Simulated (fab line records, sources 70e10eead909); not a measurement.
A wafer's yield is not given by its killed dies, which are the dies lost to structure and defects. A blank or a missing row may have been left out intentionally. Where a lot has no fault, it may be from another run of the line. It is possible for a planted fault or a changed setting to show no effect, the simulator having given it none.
A single fault, viewed from 2 desks ; flow nand-harc ; numbers are kept per desk, each desk with only its own; the story behind them comes last

## FOR THE TOOL OWNER'S DESK: litho-track-01
The tool's own readings at NHARC_P_M0_PEB_07 (peb time 65 s): means of the sampled wafers that have a number, for each lot that ran on this tool. If a lot's mean is further than 4 standard deviations from the usual mean, the lot is out of limits and carries the mark OUT (the distance appears in the brackets).
Columns: A = heater-power-total-W at NHARC_P_M0_PEB_07, usual 156.6 W
lot;first seen here;A
L415;day 6 18:01;156.9
L420;day 8 10:35;156.8
L424;day 10 04:06;156.8
L436;day 15 12:28;178.5 (+52) OUT
L437;day 15 18:33;178.0 (+51) OUT
This desk finds L436, L437 out of limits, L436 being first, at day 15 12:28 (heater-power-total-W at NHARC_P_M0_PEB_07). Within limits: L415, L420, L424.

## FROM THE METROLOGY DESK
Means of the sampled wafers that have a number, per lot and without regard to the tool the lot ran on: this is what the gauges read. If a lot's mean is further than 4 standard deviations from the usual mean, the lot is out of limits and carries the mark OUT (the distance appears in the brackets).
Columns: A = cd-nm at NHARC_P_M0_CD_MEAS_09, usual 89.9 nm; B = cd-nm at NHARC_P_M0_CD_MEAS_16, usual 89.9 nm
lot;first seen here;A;B
L414;day 6 01:14;89.6;89.0
L416;day 6 17:28;89.7;89.3
L415;day 6 18:05;89.9;90.0
L417;day 7 03:53;90.2;90.4
L418;day 7 16:33;89.9;89.6
L419;day 8 01:58;90.3;90.5
L420;day 8 10:40;89.9;90.2
L422;day 9 05:19;89.3;89.1
L421;day 9 05:44;90.7;90.5
L424;day 10 04:11;89.8;90.2
L426;day 10 22:31;89.2;89.2
L427;day 11 12:11;89.6;90.0
L436;day 15 12:32;81.8 (-17) OUT;81.9 (-13) OUT
L437;day 15 18:38;81.8 (-17) OUT;82.5 (-12) OUT
This desk finds L436, L437 out of limits, L436 being first, at day 15 12:32 (cd-nm at NHARC_P_M0_CD_MEAS_09). Within limits: L414, L416, L415, L417, L418, L419, L420, L422, L421, L424, L426, L427.

## BROUGHT TOGETHER
On L436, L437, at day 15 12:28, an alarm was possible from the tool owner's desk.
Metrology desk: alarm possible at day 15 12:32 on L436, L437.
Of the lots named, all ran NHARC_P_M0_PEB_07 on litho-track-01.

## WHAT THE SIMULATOR PUT IN
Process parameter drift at NHARC_P_M0_PEB_07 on litho-track-01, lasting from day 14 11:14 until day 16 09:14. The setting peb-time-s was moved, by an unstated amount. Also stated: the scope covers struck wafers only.
Struck lots among those shown: L436, L437.
Time in hours from fault onset to the first out-of-limits reading at each desk: tool owner's desk 25, metrology desk 25.
